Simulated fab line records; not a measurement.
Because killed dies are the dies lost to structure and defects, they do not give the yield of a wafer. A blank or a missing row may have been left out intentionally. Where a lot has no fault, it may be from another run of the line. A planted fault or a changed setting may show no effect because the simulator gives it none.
Split-lot study	flow n5 finfet	route with 1938 steps; 7 lots, 21 wafers read

SPLIT DETAILS
At N5_FIN_CUT_COAT_19 (time 60 s, resist thk 20 nm), the setting spin rpm was moved away from the recipe's 1500 rpm on 8 of the 21 wafers read, by -10.1% to +10.1%. For the rest of the wafers, this setting stayed at what the recipe calls for.

FROM THE SPLIT TO THE READING: what the file shows between them, 4 steps
- N5_FIN_CUT_COAT_29: time 60 s, resist thk 10 nm
- N5_FIN_CUT_COAT_02: resist thk 30 nm
- N5_FIN_CUT_DESCUM_13: chemistry O2, time 7 s
- N5_FIN_CUT_ETCH_30: etches underlayer in N2/H2, target depth 13 nm, time 10.4 s

THE READING
etch.depth nm (the simulator's own value, which no gauge read), in nm, at N5_FIN_CUT_ETCH_20 (etches SiARC in CF4, target depth 26 nm, time 43.3 s). There is no usual value for it anywhere in the file. Average 20.02 nm, standard deviation 0.06 nm, over the 13 wafers here run with the recipe.

wafer	tool, chamber at the split	spin rpm as run, rpm	against the recipe	etch.depth nm, nm	against lot-mates on the recipe
L076.1	litho track-05, 0	1500	recipe	20.07	-
L076.5	litho track-05, 0	1424	-5.1%	20.61	+0.54
L076.6	litho track-05, 0	1424	-5.1%	20.71	+0.64
L080.2	litho track-01, 0	1500	recipe	20.09	-
L080.4	litho track-01, 0	1500	recipe	20.1	-
L080.5	litho track-01, 0	1648	+9.9%	19.15	-0.95
L081.2	litho track-02, 0	1500	recipe	19.99	-
L081.3	litho track-02, 0	1500	recipe	19.97	-
L081.4	litho track-02, 0	1500	recipe	19.96	-
L084.3	litho track-05, 0	1348	-10.1%	21.03	+1.06
L084.5	litho track-05, 0	1500	recipe	19.97	-
L084.6	litho track-05, 0	1348	-10.1%	20.98	+1.01
L091.1	litho track-05, 0	1500	recipe	19.99	-
L091.4	litho track-05, 0	1500	recipe	19.97	-
L091.5	litho track-05, 0	1500	recipe	19.9	-
L093.3	litho track-02, 0	1500	recipe	20.05	-
L093.5	litho track-02, 0	1500	recipe	20.07	-
L093.6	litho track-02, 0	1500	recipe	20.07	-
L094.1	litho track-02, 0	1651	+10.1%	19.19	no lot-mate on the recipe
L094.5	litho track-02, 0	1651	+10.1%	19.19	no lot-mate on the recipe
L094.2	litho track-02, 0	1651	+10.1%	19.16	no lot-mate on the recipe

THE FIT
A straight line over all 21 wafers: etch.depth nm changes by -0.0923 nm for each +1% of spin rpm; r = -0.99; the points scatter about the line by 0.08 nm.
The same after taking each lot's own level away (the mean of its wafers on the recipe; 18 wafers): -0.102 nm for each +1%; r = -1.00; scatter 0.038 nm.
Per that fit: largest spin rpm move, reading shift of 1 nm.
Across the lots, their own levels run from 19.953 to 20.095 nm, a range of 2.4 times the standard deviation given above.
Consequently the slope shifts little with the lot-to-lot level, the two slopes agreeing.
Check: with one of the wafers moved furthest among these (-10.1%) left out of the fit, the line predicts +1.04 nm for it against its lot-mates. Against them it came out at +1.06 nm.

OTHER SPLITS ON THESE WAFERS
These wafers also went through other splits before the reading. Each is held against what the fit with the lots' levels taken away leaves over:
other split on the same wafers	wafers away from the commonest value	r with etch.depth nm (lot level and that fit taken away)
N5_WELL_APT_COAT_02 spin rpm	9	-0.13
N5_WELL_APT_DEVELOP_07 develop time s	8	-0.30
N5_PMOS_HMC_CHANNEL_EPI_PEB_07 peb time s	3	+0.35
N5_PMOS_HMC_CHANNEL_EPI_DEVELOP_08 develop time s	10	-0.29

THE WHOLE CHAIN: every reading that the file lists as answering this split, in the file's order
step	what it does	reading	change (the file's fit)	r (the file's)
N5_FIN_CUT_COAT_19	time 60 s, resist thk 20 nm	SiARC_of_FIN_CUT_COAT_19.thk nm (the simulator's own value, which no gauge read)	-0.0956 nm for each +1% of the setting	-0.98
N5_FIN_CUT_ETCH_20	etches SiARC in CF4, target depth 26 nm, time 43.3 s	etch.depth nm (the simulator's own value, which no gauge read)	-0.101 nm for each +1% of the setting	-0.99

FILE'S OWN FIT
etch.depth nm changes by -0.101 nm for each +1% of spin rpm, r = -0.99.
